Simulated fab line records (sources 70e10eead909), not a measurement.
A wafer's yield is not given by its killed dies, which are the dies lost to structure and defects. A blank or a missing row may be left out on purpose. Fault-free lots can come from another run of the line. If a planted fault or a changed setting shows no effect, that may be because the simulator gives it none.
fab line records	flow nandHarc
record lots=5	wafers=15	lastDay=33
route steps=1302 shown A_CHANNEL_HOLE_D1@455 END@1302
lots that met no fault: from a run of the same line without faults
startH: start of the lot's first displayed wafer, in hours after the record's first day	waitH: time in hours since the lot's previous step	" unchanged from the row above	L1.1+2: several wafers, shown together as one row	- no value, or no start given	* or withheld: withheld	< > ~ a bound
route shown NAME@n: NAME is a module with steps in the file, n the number in the route of the first one	usual: mean and standard deviation over wafers with no fault	same: alike in all rows	chamber/n: place in a boat	sites: each site's reading	_std_site: standard deviation across them	_edge_site: outer sites' mean less inner sites'	radiusMm: how far each site lies from the wafer's centre	mask NAME#n: copy n	behind: the last tool/chamber to shape the wafer	hold: why the lot went on hold/how many hours it stayed there/how the hold came to an end	device: the transistor (n, p or np) that didn't switch	end of line: at the end of the route, the tests of the same wafers	for a step that has no rows: nothing shown but its recipe	killed: at the first sort, the dies lost to defects and structure; wafer yield is something else	map: the dies of a wafer, with x for killed, . for not killed, _ for no die there
set.NAME: the run value of the setting; set.NAME@STEP: its run value at that earlier step	model.NAME: the simulator's own value behind a step, which no gauge read
lots at some steps of the route; a table a step, a row a wafer
services: when a tool's chamber went out of use (startH, in hours from the record's first day, below 0 if earlier), for how many hours, and the reason
## steps
# step NHARC_A_CHANNEL_HOLE_D1_COAT_37
# recipe tempC=225	timeS=65
# step NHARC_A_CHANNEL_HOLE_D1_COAT_04
# recipe spinRpm=1500	resistThkNm=90
# step NHARC_A_CHANNEL_HOLE_D1_SOFTBAKE_05
# recipe tempC=105	timeS=55
# step NHARC_A_CHANNEL_HOLE_D1_EBR_06
# step NHARC_A_CHANNEL_HOLE_D1_EXPOSE_07
# recipe na=1.35	targetCdNm=100	sigmaOuter=0.3	doseMj=59.65	maskId=HOLE_D1
# step NHARC_A_CHANNEL_HOLE_D1_PEB_08
# recipe pebTempC=100	pebTimeS=65
# step NHARC_A_CHANNEL_HOLE_D1_DEVELOP_09
# recipe developTimeS=35	devTempC=23
# step NHARC_A_CHANNEL_HOLE_D1_CD_MEAS_10
# recipe targetCdNm=100	landingEnergyEv=500
# usual cdNm=100.1/0.53
lot.wafer	tool	chamber	startH	waitH	cdNm
L110.1	cdSem-03	0	176.67	-	100.8
L110.2	"	0	"	"	101.0
L110.6	"	0	"	"	100.5
L111.3	cdSem-01	0	190.39	-	100.1
L111.4	"	0	"	"	99.6
L111.6	"	0	"	"	100.5
L123.1	cdSem-02	0	309.79	-	100.7
L123.2	"	0	"	"	100.6
L123.5	"	0	"	"	100.2
L133.3	cdSem-02	0	408.48	-	100.1
L133.4	"	0	"	"	100.0
L133.5	"	0	"	"	99.7
L132.3	cdSem-02	0	409.28	-	99.3
L132.4	"	0	"	"	99.5
L132.6	"	0	"	"	100.0
# step NHARC_A_CHANNEL_HOLE_D1_OVL_MEAS_11
# usual overlayXNm=-0.1/0.79	overlayYNm=-0.1/1.1
lot.wafer	tool	chamber	startH	waitH	overlayXNm	overlayYNm
L110.1	overlay-01	-	176.76	-	-0.6	-0.8
L110.2	"	-	"	"	-0.6	-1.0
L110.6	"	-	"	"	-0.6	-1.1
L111.3	overlay-01	-	190.47	-	-0.4	-2.3
L111.4	"	-	"	"	-0.4	-1.5
L111.6	"	-	"	"	0.2	-2.0
L123.1	overlay-01	-	309.88	-	0.8	0.7
L123.2	"	-	"	"	0.3	0.8
L123.5	"	-	"	"	0.3	0.6
L133.3	overlay-01	-	408.57	-	0.2	-0.1
L133.4	"	-	"	"	0.0	-0.3
L133.5	"	-	"	"	0.5	-0.5
L132.3	overlay-01	-	409.37	-	-0.5	-0.3
L132.4	"	-	"	"	-0.2	-0.1
L132.6	"	-	"	"	-0.1	-0.4
# step NHARC_A_CHANNEL_HOLE_D1_INSPECT_12
# usual rawDefectCount=5.3/2.9
lot.wafer	tool	chamber	startH	waitH	rawDefectCount
L110.1	defectInspect-01	-	176.80	0.0	8
L110.2	"	-	"	"	4
L110.6	"	-	"	"	10
L111.3	defectInspect-01	-	190.51	0.0	9
L111.4	"	-	"	"	5
L111.6	"	-	"	"	6
L123.1	defectInspect-02	-	309.91	0.0	6
L123.2	"	-	"	"	6
L123.5	"	-	"	"	6
L133.3	defectInspect-01	-	408.60	0.0	2
L133.4	"	-	"	"	4
L133.5	"	-	"	"	4
L132.3	defectInspect-02	-	409.40	0.0	2
L132.4	"	-	"	"	1
L132.6	"	-	"	"	4
# step NHARC_A_CHANNEL_HOLE_D1_DESCUM_15
# recipe timeS=3	o2FlowSccm=200	arFlowSccm=0	biasPowerW=0	chemistry=O2
# usual drypumpMotorCurrentA=5.5/0.3	o2FlowSccm=200.1/0.6	oesProductAu=1.000/0.012	rfVppV=57.8/0.85	showerheadPlenumPTorr=1.90/0.059	throttleValvePct=11.311/0.0094
# same timeS=3
lot.wafer	tool	chamber	startH	waitH	drypumpMotorCurrentA	o2FlowSccm	oesProductAu	rfHoursCounterH	rfVppV	showerheadPlenumPTorr	throttleValvePct
L110.2	rieDiel-01	3	176.86	0.1	6.3	200.3	1.001	50	58.1	1.93	11.306
L110.1	"	2	"	"	5.7	200.2	1.013	49	58.3	1.94	11.304
L110.6	"	3	"	"	6.3	199.6	0.997	-	59.0	1.93	11.328
L111.4	rieDiel-10	0	190.58	0.1	5.3	200.3	1.000	11	58.0	1.97	11.310
L111.3	"	1	"	"	5.1	200.1	1.026	11	58.3	1.83	11.303
L111.6	"	0	"	"	5.3	200.0	1.001	-	57.0	1.97	11.296
L123.2	rieDiel-10	1	309.97	0.1	5.1	199.6	1.000	5	56.6	1.83	11.317
L123.1	"	2	"	"	5.6	200.0	0.992	4	56.8	1.88	11.315
L123.5	"	1	"	"	5.1	200.2	1.002	-	57.3	1.83	11.328
L133.4	rieDiel-04	0	408.68	0.1	5.8	201.0	0.989	13	58.6	2.03	11.303
L133.3	"	1	"	"	5.5	200.8	0.994	12	57.9	2.02	11.294
L133.5	"	3	"	"	5.6	200.2	1.000	-	58.3	1.95	11.308
L132.3	rieDiel-10	0	409.48	0.1	5.3	200.2	1.008	14	57.8	1.96	11.310
L132.4	"	1	"	"	5.1	199.9	1.002	13	57.1	1.83	11.298
L132.6	"	2	"	"	5.6	200.9	0.992	-	57.0	1.88	11.309
# step NHARC_A_CHANNEL_HOLE_D1_ETCH_38
# recipe targetDepthA=390	overEtchFrac=0.3	timeS=65	ionEnergyEv=80	cf4FlowSccm=150	arFlowSccm=0	rfW=300	biasW=100	chemistry=CF4
# usual drypumpMotorCurrentA=5.5/0.31	oesProductAu=1.002/0.012	rfVppV=151.1/1	showerheadPlenumPTorr=1.76/0.053	throttleValvePct=13.285/0.0091
# same timeS=65
lot.wafer	tool	chamber	startH	waitH	drypumpMotorCurrentA	oesProductAu	rfHoursCounterH	rfVppV	showerheadPlenumPTorr	throttleValvePct
L110.1	rieDiel-01	0	176.94	0.1	5.7	1.024	44	151.4	1.74	13.281
L110.2	"	2	"	"	5.7	1.008	49	151.6	1.79	13.279
L110.6	"	1	"	"	6.2	0.996	-	151.1	1.67	13.284
L111.3	rieDiel-10	2	190.65	0.1	5.6	1.009	10	151.9	1.74	13.280
L111.4	"	3	"	"	5.7	0.997	11	150.1	1.72	13.267
L111.6	"	3	"	"	5.8	0.988	-	149.9	1.72	13.290
L123.2	rieDiel-10	1	310.07	0.1	5.1	1.004	5	150.8	1.70	13.294
L123.1	"	2	"	"	5.6	1.009	4	150.1	1.74	13.288
L123.5	"	0	"	"	5.3	1.003	-	151.8	1.81	13.272
L133.4	rieDiel-04	2	408.75	0.1	5.6	0.995	15	150.9	1.79	13.277
L133.3	"	1	"	"	5.5	1.012	12	153.0	1.86	13.292
L133.5	"	3	"	"	5.6	1.016	-	151.0	1.80	13.275
L132.4	rieDiel-10	0	409.55	0.1	5.3	1.003	14	150.8	1.81	13.268
L132.3	"	2	"	"	5.6	0.984	13	150.2	1.74	13.269
L132.6	"	0	"	"	5.3	0.996	-	152.6	1.81	13.277
# step NHARC_A_CHANNEL_HOLE_D1_ETCH_39
# recipe targetDepthA=2600	overEtchFrac=0.3	timeS=325	ionEnergyEv=200	n2FlowSccm=150	h2FlowSccm=150	arFlowSccm=0	rfW=400	biasW=150	chemistry=N2/H2
# usual drypumpMotorCurrentA=5.5/0.32	oesProductAu=1.002/0.011	rfVppV=430.2/2.1	showerheadPlenumPTorr=2.03/0.068	throttleValvePct=14.172/0.0087
# same timeS=325
lot.wafer	tool	chamber	startH	waitH	drypumpMotorCurrentA	oesProductAu	rfHoursCounterH	rfVppV	showerheadPlenumPTorr	throttleValvePct
L110.1	rieDiel-01	2	177.04	-	5.7	1.015	49	430.8	2.07	14.157
L110.2	"	1	"	"	6.2	0.995	44	426.6	1.91	14.172
L110.6	"	3	"	"	6.3	1.006	-	430.7	2.06	14.160
L111.4	rieDiel-10	2	190.82	-	5.6	1.014	10	429.8	2.01	14.173
L111.3	"	3	"	"	5.7	0.995	11	428.1	1.98	14.175
L111.6	"	0	"	"	5.3	1.000	-	430.8	2.10	14.174
L123.2	rieDiel-10	2	310.20	-	5.6	0.998	4	429.9	2.01	14.162
L123.1	"	3	"	"	5.8	1.004	4	428.7	1.98	14.175
L123.5	"	0	"	"	5.3	0.867	-	432.0	2.10	14.166
L133.3	rieDiel-04	3	408.84	-	5.6	1.001	15	433.2	2.07	14.167
L133.4	"	2	"	"	5.7	0.999	15	432.4	2.07	14.195
L133.5	"	0	"	"	5.8	0.999	-	434.6	2.17	14.171
L132.4	rieDiel-10	1	409.66	-	5.1	1.000	14	427.6	1.95	14.171
L132.3	"	2	"	"	5.6	0.984	13	428.0	2.00	14.173
L132.6	"	0	"	"	5.3	0.996	-	432.0	2.09	14.171
# step NHARC_A_CHANNEL_HOLE_D1_ETCH_34
# recipe targetDepthA=1540	timeS=77	cf4FlowSccm=100	chf3FlowSccm=30	arFlowSccm=0	rfW=500	biasW=200	chemistry=CF4/CHF3
# usual drypumpMotorCurrentA=5.5/0.31	oesProductAu=0.949/0.026	rfVppV=370.1/1.8	showerheadPlenumPTorr=1.56/0.049	throttleValvePct=16.804/0.0096
# same timeS=77
lot.wafer	tool	chamber	startH	waitH	drypumpMotorCurrentA	oesProductAu	rfHoursCounterH	rfVppV	showerheadPlenumPTorr	throttleValvePct
L110.2	rieDiel-01	1	-	-	6.2	0.956	44	365.7	1.48	16.827
L110.1	"	2	"	"	5.6	0.983	49	370.1	1.59	16.801
L110.6	"	1	"	"	6.3	0.979	-	367.5	1.48	16.793
L111.4	rieDiel-10	1	-	-	5.1	0.942	11	369.6	1.51	16.817
L111.3	"	3	"	"	5.7	0.914	11	368.6	1.53	16.801
L111.6	"	1	"	"	5.1	0.948	-	367.8	1.51	16.809
L123.1	rieDiel-10	2	-	-	5.6	0.916	4	369.3	1.55	16.817
L123.2	"	0	"	"	5.3	0.928	5	371.7	1.61	16.805
L123.5	"	3	"	"	5.7	0.931	-	369.7	1.53	16.811
L133.4	rieDiel-04	1	-	-	5.5	0.988	12	373.6	1.65	16.796
L133.3	"	0	"	"	5.8	0.961	13	373.1	1.67	16.818
L133.5	"	1	"	"	5.5	0.984	-	373.4	1.65	16.789
L132.4	rieDiel-10	2	-	-	5.6	0.914	13	369.0	1.55	16.799
L132.3	"	0	"	"	5.3	0.919	14	372.6	1.61	16.807
L132.6	"	2	"	"	5.6	0.916	-	369.8	1.55	16.808
# step NHARC_END_SORT_01
# recipe tempC=25
# usual killedAtArray=57/20	killedAtOther=1.0/1.5	killedAtPeriphery=3.5/2.5	killedDies=62/21	killedOpen=3.5/1.9	killedShort=2.4/1.6
# same grossDies=677
lot.wafer	tool	chamber	startH	waitH	killedAtArray	killedAtOther	killedAtPeriphery	killedDies	killedOpen	killedShort
L111.3	prober-02	0	577.02	3.1	96	1	5	102	4	2
L111.4	prober-02	0	577.81	3.4	102	0	0	102	3	6
L111.6	prober-02	0	579.40	4.0	97	0	4	101	4	2
L123.5	prober-01	0	695.74	3.7	77	2	3	82	1	1
L133.3	prober-02	0	795.12	3.1	61	0	4	65	6	4
L133.4	prober-02	0	795.92	3.4	56	0	5	61	3	0
L133.5	prober-02	0	796.73	3.7	72	0	2	74	4	2
# killed by level:class
L111.3 A_CHANNEL_HOLE_D1:chamberFilmFlake=34 A_CHANNEL_HOLE_D2:chamberFilmFlake=24 A_SLIT:chamberFilmFlake=20 A_STAIRCASE:chamberFilmFlake=5 P_GATE:chamberFilmFlake=4 A_CHANNEL_FILL_D2:chamberFilmFlake=3 A_WL_FILL:chamberFilmFlake=2 P_GATE:geometricParticle:open=1
L111.4 A_CHANNEL_HOLE_D2:chamberFilmFlake=37 A_CHANNEL_HOLE_D1:chamberFilmFlake=23 A_SLIT:chamberFilmFlake=19 A_STAIRCASE:chamberFilmFlake=5 A_CONTACT:chamberFilmFlake=3 A_ONON_D2:geometricParticle:short=2 A_DECK1_JOINT:chamberFilmFlake=2 A_CHANNEL_FILL_D2:chamberFilmFlake=2
L111.6 A_CHANNEL_HOLE_D2:chamberFilmFlake=27 A_SLIT:chamberFilmFlake=27 A_CHANNEL_HOLE_D1:chamberFilmFlake=23 A_WL_FILL:chamberFilmFlake=5 A_STAIRCASE:chamberFilmFlake=4 P_GATE:chamberFilmFlake=3 A_CHANNEL_FILL_D2:chamberFilmFlake=3 A_CONTACT:chamberFilmFlake=2
L123.5 A_SLIT:chamberFilmFlake=26 A_CHANNEL_HOLE_D1:areaEtch=22 A_CHANNEL_HOLE_D2:chamberFilmFlake=14 A_CHANNEL_HOLE_D1:chamberFilmFlake=5 A_STAIRCASE:chamberFilmFlake=4 A_CONTACT:chamberFilmFlake=4 P_GATE:chamberFilmFlake=2 STARTING-WAFER:geometricParticle:open=1
L133.3 A_CHANNEL_HOLE_D2:chamberFilmFlake=22 A_CONTACT:chamberFilmFlake=10 A_CHANNEL_HOLE_D1:chamberFilmFlake=8 A_SLIT:chamberFilmFlake=6 A_WL_FILL:chamberFilmFlake=4 A_CHANNEL_FILL_D2:geometricParticle:short=2 A_STAIRCASE:chamberFilmFlake=2 P_GATE:geometricParticle:open=1
L133.4 A_CHANNEL_HOLE_D2:chamberFilmFlake=19 A_CHANNEL_HOLE_D1:chamberFilmFlake=17 A_CONTACT:chamberFilmFlake=9 A_SLIT:chamberFilmFlake=6 P_STI:chamberFilmFlake=3 P_M1:chamberFilmFlake=2 A_ONON_D1:geometricParticle:open=1 A_ONON_D2:geometricParticle:open=1
L133.5 A_CHANNEL_HOLE_D2:chamberFilmFlake=30 A_CHANNEL_HOLE_D1:chamberFilmFlake=15 A_CONTACT:chamberFilmFlake=10 A_SLIT:chamberFilmFlake=7 A_ONON_D1:geometricParticle:short=2 A_STAIRCASE:chamberFilmFlake=2 A_M1:chamberFilmFlake=2 P_M2:geometricParticle:open=1
## services
tool	chamber	startH	hours	kind
rieDiel-10	0	172.50	-	clean
rieDiel-10	1	172.50	-	clean
rieDiel-10	2	172.50	-	clean
rieDiel-10	3	172.50	-	clean
rieDiel-04	-	177.90	9.0	pm
rieDiel-10	0	197.00	-	clean
rieDiel-10	1	197.00	-	clean
rieDiel-10	2	197.00	-	clean
rieDiel-10	3	197.00	-	clean
rieDiel-01	-	203.80	9.0	pm
rieDiel-10	0	221.50	-	clean
rieDiel-04	-	237.96	0.3	repair
rieDiel-04	0	238.79	1.2	repair
rieDiel-10	-	242.50	9.0	pm
rieDiel-10	-	262.75	0.5	repair
rieDiel-01	1	268.42	3.1	repair
rieDiel-01	2	297.34	2.8	repair
rieDiel-04	-	298.04	0.3	repair
rieDiel-10	3	313.89	4.2	repair
rieDiel-01	3	345.57	6.2	repair
rieDiel-04	-	354.90	9.0	pm
rieDiel-01	1	366.50	3.8	repair
rieDiel-01	3	378.09	9.6	repair
rieDiel-01	-	380.80	9.0	pm
## key
firstSign step=NHARC_A_CHANNEL_HOLE_D1_ETCH_39	reading=oesProductAu	direction=down	sigmas=13	usual=1.002	struck=0.867
effect none on later readings
metAt NHARC_A_CHANNEL_HOLE_D1_ETCH_39
struckWafers L123.5
testerLeftOut L123
onsetBetween 190.82 310.20
fault kind=processParameterDrift	tool=rieDiel-10	chamber=-	onsetH=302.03	steps=NHARC_A_CHANNEL_HOLE_D1_ETCH_39	channel=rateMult	offset=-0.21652	shape=step	endH=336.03	scope=struckWafersOnly
# testerLeftOut: of these lots the tester's yield and bins aren't shown, on N5 and GAA mostly nor the transistor test; their killed dies are dies lost to structure and defects alone, not to doping, threshold or leakage, so they don't give the yield
